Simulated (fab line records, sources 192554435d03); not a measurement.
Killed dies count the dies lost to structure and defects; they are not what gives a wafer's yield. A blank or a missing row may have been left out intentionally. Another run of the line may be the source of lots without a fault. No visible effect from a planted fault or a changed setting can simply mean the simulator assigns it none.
Which tool was responsible? -- flow n5-finfet -- 66 wafers from 22 lots sampled at 6 of the route's 1938 steps

## WHAT EACH GAUGE READ, for each wafer
N5_BEOL_M0_SAQP_OVL_MEAS_41. Usual: M0_CUT1_OVL gives 0.4 nm (standard deviation 0.7).
lot,measured,on,M0_CUT1_OVL (nm),flag
L074,day 5 19:49,overlay-01,0.0 0.2 0.4,
L075,day 6 00:01,overlay-01,1.8 1.2 1.1,
L076,day 6 00:41,overlay-01,-0.2 0.5 -0.7,
L077,day 6 11:04,overlay-01,-0.1 0.6 0.3,
L078,day 6 17:57,overlay-02,0.7 -0.3 -0.1,
L079,day 6 22:49,overlay-01,1.0 -0.4 0.6,
L081,day 7 12:57,overlay-01,0.6 0.9 0.7,
L082,day 7 14:07,overlay-01,-0.1 0.2 0.1,
L083,day 7 18:03,overlay-02,0.2 0.0 0.9,
L084,day 8 02:23,overlay-01,0.8 1.2 0.9,
L085,day 8 11:47,overlay-02,0.0 0.8 0.6,
L086,day 8 23:51,overlay-02,0.5 0.3 0.5,
L088,day 9 07:23,overlay-02,-0.2 0.8 0.2,
L087,day 9 09:32,overlay-02,0.1 -0.6 -0.5,
L089,day 9 17:43,overlay-02,0.2 -0.1 1.8,
L090,day 9 23:12,overlay-02,0.0 -0.1 0.6,
L092,day 10 10:08,overlay-02,0.1 1.3 0.0,
L093,day 10 14:30,overlay-01,-0.8 0.1 -0.3,
L094,day 10 16:13,overlay-01,0.2 0.4 0.0,
L095,day 10 21:34,overlay-02,0.4 -0.9 0.4,
L096,day 11 08:31,overlay-01,0.6 0.2 0.9,
L097,day 11 12:43,overlay-01,-0.5 0.3 -0.4,

N5_BEOL_M0_INSPECT_127: inspects for defects (darkfield). Usual: raw-defect-count at 62, with a standard deviation of 22.
lot,measured,on,raw-defect-count,flag
L074,day 6 09:50,defect-inspect-02,42 47 57,
L075,day 6 12:20,defect-inspect-01,39 47 64,
L076,day 6 09:25,defect-inspect-02,83 107 80,
L077,day 6 22:50,defect-inspect-01,61 45 48,
L078,day 7 02:22,defect-inspect-02,41 58 81,
L079,day 7 05:29,defect-inspect-02,99 61 101,
L081,day 7 19:44,defect-inspect-01,53 51 59,
L082,day 7 21:05,defect-inspect-01,76 83 99,
L083,day 8 00:27,defect-inspect-02,71 38 47,
L084,day 8 10:19,defect-inspect-01,81 89 53,
L085,day 8 20:58,defect-inspect-02,99 50 54,
L086,day 9 08:29,defect-inspect-01,43 23 41,
L088,day 9 16:52,defect-inspect-02,92 32 50,
L087,day 9 20:05,defect-inspect-01,45 47 35,
L089,day 10 00:30,defect-inspect-01,95 43 55,
L090,day 10 06:20,defect-inspect-01,47 35 48,
L092,day 10 19:59,defect-inspect-02,63 50 35,
L093,day 10 22:11,defect-inspect-02,61 61 72,
L094,day 10 21:58,defect-inspect-02,77 49 43,
L095,day 11 04:00,defect-inspect-02,84 50 91,
L096,day 11 16:43,defect-inspect-02,54 43 20,
L097,day 11 20:27,defect-inspect-02,39 46 62,

## TOOL THAT RAN EACH LOT (tool first, then ch and the chambers of the sampled wafers, then the start)
lot,N5_BEOL_M0_SAQP_STRIP_75,N5_BEOL_M0_CUTY_DESCUM_61,N5_BEOL_M0_CUTY_ETCH_62,N5_BEOL_M0_ETCH_138
L074,"rie-diel-02 ch 0,1,2, day 5 21:43","rie-diel-04 ch 0,1, day 5 22:04","rie-diel-04 ch 0,1, day 5 22:07","rie-diel-04 ch 0,1, day 5 22:17"
L075,"rie-diel-02 ch 1,2,3, day 6 01:03","rie-diel-01 ch 0,1, day 6 01:32","rie-diel-01 ch 0,1, day 6 01:34","rie-diel-01 ch 0,1, day 6 01:44"
L076,"rie-diel-06 ch 0,1,2, day 6 01:41","rie-diel-04 ch 0,1,2, day 6 02:07","rie-diel-04 ch 0,1,2, day 6 02:10","rie-diel-04 ch 0,1,2, day 6 02:20"
L077,"rie-diel-02 ch 0,1,2, day 6 12:07","rie-diel-04 ch 0,2,3, day 6 12:28","rie-diel-04 ch 0,2,3, day 6 12:30","rie-diel-04 ch 0,2,3, day 6 12:40"
L078,"rie-diel-06 ch 0,2,3, day 6 19:02","rie-diel-05 ch 1,2,3, day 6 19:34","rie-diel-05 ch 1,2,3, day 6 19:36","rie-diel-05 ch 1,2,3, day 6 19:46"
L079,"rie-diel-06 ch 0,2,3, day 6 23:49","rie-diel-04 ch 0,3, day 7 00:10","rie-diel-04 ch 0,3, day 7 00:12","rie-diel-04 ch 0,3, day 7 00:22"
L081,"rie-diel-06 ch 1,2,3, day 7 13:56","rie-diel-05 ch 0,2,3, day 7 14:41","rie-diel-05 ch 0,2,3, day 7 14:44","rie-diel-05 ch 0,2,3, day 7 14:54"
L082,"rie-diel-02 ch 0,2,3, day 7 15:10","rie-diel-05 ch 0,1,3, day 7 15:38","rie-diel-05 ch 0,1,3, day 7 15:40","rie-diel-05 ch 0,1,3, day 7 15:50"
L083,"rie-diel-06 ch 0,2,3, day 7 19:28","rie-diel-04 ch 0,2, day 7 20:01","rie-diel-04 ch 0,2, day 7 20:02","rie-diel-04 ch 0,2, day 7 20:13"
L084,"rie-diel-06 ch 0,1,3, day 8 03:35","rie-diel-01 ch 1,2,3, day 8 03:56","rie-diel-01 ch 1,2,3, day 8 03:59","rie-diel-01 ch 1,2,3, day 8 04:09"
L085,"rie-diel-03 ch 2,3, day 8 12:52","rie-diel-05 ch 0,1,2, day 8 13:37","rie-diel-05 ch 0,1,2, day 8 13:40","rie-diel-05 ch 0,1,2, day 8 13:50"
L086,"rie-diel-06 ch 0,1,3, day 9 00:51","rie-diel-05 ch 0,1, day 9 01:20","rie-diel-05 ch 0,1, day 9 01:22","rie-diel-05 ch 0,1, day 9 01:32"
L088,"rie-diel-02 ch 0,1, day 9 08:22","rie-diel-01 ch 0,1,2, day 9 08:51","rie-diel-01 ch 0,1,2, day 9 08:53","rie-diel-01 ch 0,1,2, day 9 09:04"
L087,"rie-diel-06 ch 0,1,2, day 9 10:55","rie-diel-05 ch 0,2,3, day 9 11:31","rie-diel-05 ch 0,2,3, day 9 11:32","rie-diel-05 ch 0,2,3, day 9 11:43"
L089,"rie-diel-02 ch 1,3, day 9 18:48","rie-diel-01 ch 0,2, day 9 19:10","rie-diel-01 ch 0,2, day 9 19:11","rie-diel-01 ch 0,2, day 9 19:22"
L090,"rie-diel-03 ch 0,3, day 10 00:13","rie-diel-01 ch 0,1,2, day 10 00:35","rie-diel-01 ch 0,1,2, day 10 00:37","rie-diel-01 ch 0,1,2, day 10 00:47"
L092,"rie-diel-03 ch 1,2,3, day 10 11:11","rie-diel-04 ch 0,1,3, day 10 11:40","rie-diel-04 ch 0,1,3, day 10 11:43","rie-diel-04 ch 0,1,3, day 10 11:53"
L093,"rie-diel-06 ch 0,2,3, day 10 15:30","rie-diel-05 ch 1,2, day 10 16:06","rie-diel-05 ch 1,2, day 10 16:08","rie-diel-05 ch 1,2, day 10 16:18"
L094,"rie-diel-02 ch 1,2, day 10 17:13","rie-diel-01 ch 0,3, day 10 17:34","rie-diel-01 ch 0,3, day 10 17:36","rie-diel-01 ch 0,3, day 10 17:46"
L095,"rie-diel-03 ch 0,2, day 10 22:39","rie-diel-04 ch 1,2,3, day 10 23:01","rie-diel-04 ch 1,2,3, day 10 23:02","rie-diel-04 ch 1,2,3, day 10 23:13"
L096,"rie-diel-02 ch 1,2,3, day 11 09:31","rie-diel-05 ch 1,2, day 11 09:52","rie-diel-05 ch 1,2, day 11 09:55","rie-diel-05 ch 1,2, day 11 10:05"
L097,"rie-diel-06 ch 0,2,3, day 11 13:42","rie-diel-01 ch 2,3, day 11 14:03","rie-diel-01 ch 2,3, day 11 14:05","rie-diel-01 ch 2,3, day 11 14:16"
- N5_BEOL_M0_SAQP_STRIP_75: strips in CF4.
- N5_BEOL_M0_CUTY_DESCUM_61: chemistry O2, time 7.9 s.
- N5_BEOL_M0_CUTY_ETCH_62: etches SiARC in CF4, time 58.5 s.
- N5_BEOL_M0_ETCH_138: etches SiCN in CH3F/O2, target depth 12 nm, time 31.6 s.

## AS READ BY THE TOOLS THEMSELVES (means over the sampled wafers that have a number; for cases with no such wafer, the mark the record gives instead)
N5_BEOL_M0_SAQP_STRIP_75. Usual: drypump-motor-current-A 5.9 A, standard deviation 0.48; oes-product-au 0.188 a.u., standard deviation 0.02; power-w 299.9 W, standard deviation 0.92; rf-vpp-V 271.3 V, standard deviation 1.3; showerhead-plenum-p-Torr 1.81 Torr, standard deviation 0.044; throttle-valve-pct 13.6 %, standard deviation 0.3.
lot,tool,drypump-motor-current-A (A),oes-product-au (a.u.),power-w (W),rf-vpp-V (V),showerhead-plenum-p-Torr (Torr),throttle-valve-pct (%),flag
L074,rie-diel-02,6.3,0.170,300.1,272.0,1.82,13.6,
L075,rie-diel-02,6.0,0.188,300.8,271.0,1.79,13.6,
L076,rie-diel-06,5.6,0.180,299.5,271.2,1.81,13.8,
L077,rie-diel-02,6.3,0.174,300.3,270.8,1.82,13.7,
L078,rie-diel-06,5.6,0.197,299.5,271.7,1.84,13.6,
L079,rie-diel-06,5.6,0.190,299.6,272.3,1.84,13.6,
L081,rie-diel-06,5.4,0.201,300.2,271.5,1.83,13.5,
L082,rie-diel-02,5.9,0.172,300.2,271.0,1.80,13.7,
L083,rie-diel-06,5.6,0.188,300.4,271.6,1.84,13.6,
L084,rie-diel-06,5.6,0.202,298.6,272.0,1.83,13.4,
L085,rie-diel-03,6.0,0.181,300.4,270.9,1.84,13.7,
L086,rie-diel-06,5.6,0.201,300.0,271.6,1.82,13.4,
L088,rie-diel-02,6.5,0.177,300.6,272.4,1.84,13.5,
L087,rie-diel-06,5.6,0.186,299.4,270.4,1.80,13.7,
L089,rie-diel-02,6.2,0.191,299.8,270.9,1.80,13.4,
L090,rie-diel-03,5.9,0.177,299.7,271.3,1.81,13.6,
L092,rie-diel-03,6.0,0.176,300.4,271.3,1.80,13.7,
L093,rie-diel-06,5.6,0.181,299.5,271.5,1.84,13.7,
L094,rie-diel-02,6.3,0.202,300.8,271.1,1.78,13.4,
L095,rie-diel-03,6.5,0.212,299.7,271.5,1.79,13.2,
L096,rie-diel-02,5.9,0.196,300.5,271.2,1.78,13.5,
L097,rie-diel-06,5.6,0.184,299.9,271.6,1.83,13.7,

N5_BEOL_M0_CUTY_DESCUM_61. Usual: drypump-motor-current-A 5.5 A, standard deviation 0.38; oes-product-au 0.77 a.u., standard deviation 0.086; rf-vpp-V 243.0 V, standard deviation 1.5; showerhead-plenum-p-Torr 2.08 Torr, standard deviation 0.088; throttle-valve-pct 20.43 %, standard deviation 0.27.
lot,tool,drypump-motor-current-A (A),oes-product-au (a.u.),rf-vpp-V (V),showerhead-plenum-p-Torr (Torr),throttle-valve-pct (%),flag
L074,rie-diel-04,5.9,0.68,242.5,2.08,20.37,
L075,rie-diel-01,5.7,0.91,242.3,2.05,20.10,
L076,rie-diel-04,5.8,0.70,243.6,2.08,20.43,
L077,rie-diel-04,5.6,0.69,243.5,2.15,20.49,
L078,rie-diel-05,5.4,0.77,243.0,2.05,20.51,
L079,rie-diel-04,5.4,0.67,243.6,2.15,20.44,
L081,rie-diel-05,5.2,0.74,242.4,2.02,20.59,
L082,rie-diel-05,5.2,0.75,242.8,2.05,20.33,
L083,rie-diel-04,5.8,0.80,244.1,2.13,20.45,
L084,rie-diel-01,5.5,0.77,244.6,2.14,20.60,
L085,rie-diel-05,5.4,0.76,241.7,1.97,20.50,
L086,rie-diel-05,5.1,0.74,242.1,1.98,20.32,
L088,rie-diel-01,5.5,0.84,243.5,2.08,20.38,
L087,rie-diel-05,5.2,0.73,241.9,2.01,20.60,
L089,rie-diel-01,5.6,0.84,243.3,2.11,20.46,
L090,rie-diel-01,5.5,0.82,243.9,2.08,20.37,
L092,rie-diel-04,5.5,0.92,245.1,2.16,20.03,
L093,rie-diel-05,5.6,0.77,240.8,2.00,20.47,
L094,rie-diel-01,6.0,0.82,242.6,2.07,20.28,
L095,rie-diel-04,5.5,0.94,244.1,2.16,20.13,
L096,rie-diel-05,5.7,0.75,240.9,1.96,20.73,
L097,rie-diel-01,5.6,0.75,243.7,2.16,20.73,

N5_BEOL_M0_CUTY_ETCH_62. Usual: drypump-motor-current-A 5.5 A, standard deviation 0.38; etch-rf-on-time-s 59.0 s, standard deviation 2.3; oes-product-au 0.65 a.u., standard deviation 0.07; rf-vpp-V 183.9 V, standard deviation 1.2; showerhead-plenum-p-Torr 2.13 Torr, standard deviation 0.077; throttle-valve-pct 15.65 %, standard deviation 0.24.
lot,tool,drypump-motor-current-A (A),etch-rf-on-time-s (s),oes-product-au (a.u.),rf-vpp-V (V),showerhead-plenum-p-Torr (Torr),throttle-valve-pct (%),flag
L074,rie-diel-04,5.9,61.0,0.58,184.2,2.14,15.70,
L075,rie-diel-01,5.7,60.0,0.75,184.1,2.12,15.43,
L076,rie-diel-04,5.8,61.1,0.58,184.2,2.14,15.81,
L077,rie-diel-04,5.6,59.7,0.58,184.1,2.20,15.75,
L078,rie-diel-05,5.4,58.4,0.66,183.8,2.09,15.67,
L079,rie-diel-04,5.3,58.8,0.59,185.8,2.19,15.60,
L081,rie-diel-05,5.2,56.1,0.64,183.2,2.08,15.85,
L082,rie-diel-05,5.2,57.9,0.64,183.2,2.11,15.65,
L083,rie-diel-04,5.8,60.5,0.66,185.0,2.20,15.77,
L084,rie-diel-01,5.5,58.9,0.65,184.5,2.17,15.61,
L085,rie-diel-05,5.4,59.0,0.65,182.6,2.04,15.73,
L086,rie-diel-05,5.1,58.8,0.63,183.7,2.06,15.70,
L088,rie-diel-01,5.5,58.9,0.70,183.9,2.13,15.52,
L087,rie-diel-05,5.2,56.4,0.63,183.7,2.08,15.87,
L089,rie-diel-01,5.6,58.8,0.72,183.5,2.14,15.46,
L090,rie-diel-01,5.5,59.0,0.69,182.9,2.13,15.54,
L092,rie-diel-04,5.6,58.2,0.78,185.1,2.21,15.21,
L093,rie-diel-05,5.6,60.9,0.65,182.3,2.05,15.59,
L094,rie-diel-01,6.0,60.5,0.69,184.0,2.13,15.53,
L095,rie-diel-04,5.5,59.0,0.79,185.3,2.22,15.33,
L096,rie-diel-05,5.7,59.6,0.65,183.2,2.01,15.82,
L097,rie-diel-01,5.6,58.1,0.66,184.3,2.17,15.59,

N5_BEOL_M0_ETCH_138. Usual: drypump-motor-current-A 5.5 A, standard deviation 0.38; etch-rf-on-time-s 29.1 s, standard deviation 1; oes-product-au 0.66 a.u., standard deviation 0.072; rf-vpp-V 297.0 V, standard deviation 1.9; showerhead-plenum-p-Torr 1.99 Torr, standard deviation 0.08; throttle-valve-pct 16.36 %, standard deviation 0.23.
lot,tool,drypump-motor-current-A (A),etch-rf-on-time-s (s),oes-product-au (a.u.),rf-vpp-V (V),showerhead-plenum-p-Torr (Torr),throttle-valve-pct (%),flag
L074,rie-diel-04,5.9,28.8,0.59,296.9,2.02,16.52,
L075,rie-diel-01,5.7,28.7,0.77,296.8,1.97,16.10,
L076,rie-diel-04,5.8,29.8,0.59,297.4,2.02,16.59,
L077,rie-diel-04,5.6,30.8,0.59,298.3,2.07,16.52,
L078,rie-diel-05,5.4,28.2,0.66,296.9,1.95,16.36,
L079,rie-diel-04,5.3,29.2,0.58,298.7,2.06,16.37,
L081,rie-diel-05,5.2,28.6,0.64,295.3,1.93,16.48,
L082,rie-diel-05,5.2,29.7,0.63,296.4,1.96,16.28,
L083,rie-diel-04,5.8,29.9,0.67,297.7,2.07,16.55,
L084,rie-diel-01,5.5,28.6,0.66,298.0,2.03,16.36,
L085,rie-diel-05,5.4,29.4,0.65,294.8,1.89,16.40,
L086,rie-diel-05,5.1,30.6,0.62,296.4,1.91,16.30,
L088,rie-diel-01,5.5,28.7,0.70,297.8,1.99,16.23,
L087,rie-diel-05,5.2,28.5,0.62,296.0,1.92,16.51,
L089,rie-diel-01,5.6,28.9,0.73,297.6,2.00,16.18,
L090,rie-diel-01,5.5,29.5,0.69,297.1,1.99,16.25,
L092,rie-diel-04,5.6,28.8,0.78,299.9,2.08,16.02,
L093,rie-diel-05,5.6,28.8,0.66,295.1,1.91,16.33,
L094,rie-diel-01,6.0,29.0,0.69,296.8,1.98,16.20,
L095,rie-diel-04,5.5,28.6,0.80,298.2,2.08,16.11,
L096,rie-diel-05,5.7,29.3,0.65,293.9,1.87,16.54,
L097,rie-diel-01,5.6,27.7,0.67,297.3,2.03,16.35,

## THE ANSWER, worked out from the rows above alone
Rule: lot off if the mean of its wafers having a number is beyond 3 standard deviations from the usual mean. Also off: a lot with no number at a reading for which 4 or more lots have one. All remaining lots with rows at the step are treated as sound. First the gauges in route order, then the tools' own readings, where a lot's mean is used as printed above. The first step at which some lot is off is used, and at that step the reading that is off furthest; a lot without a number counts as furthest.
No lot is off at any reading shown: from this, nothing can be told.

## WHAT WAS PUT IN BY THE SIMULATOR
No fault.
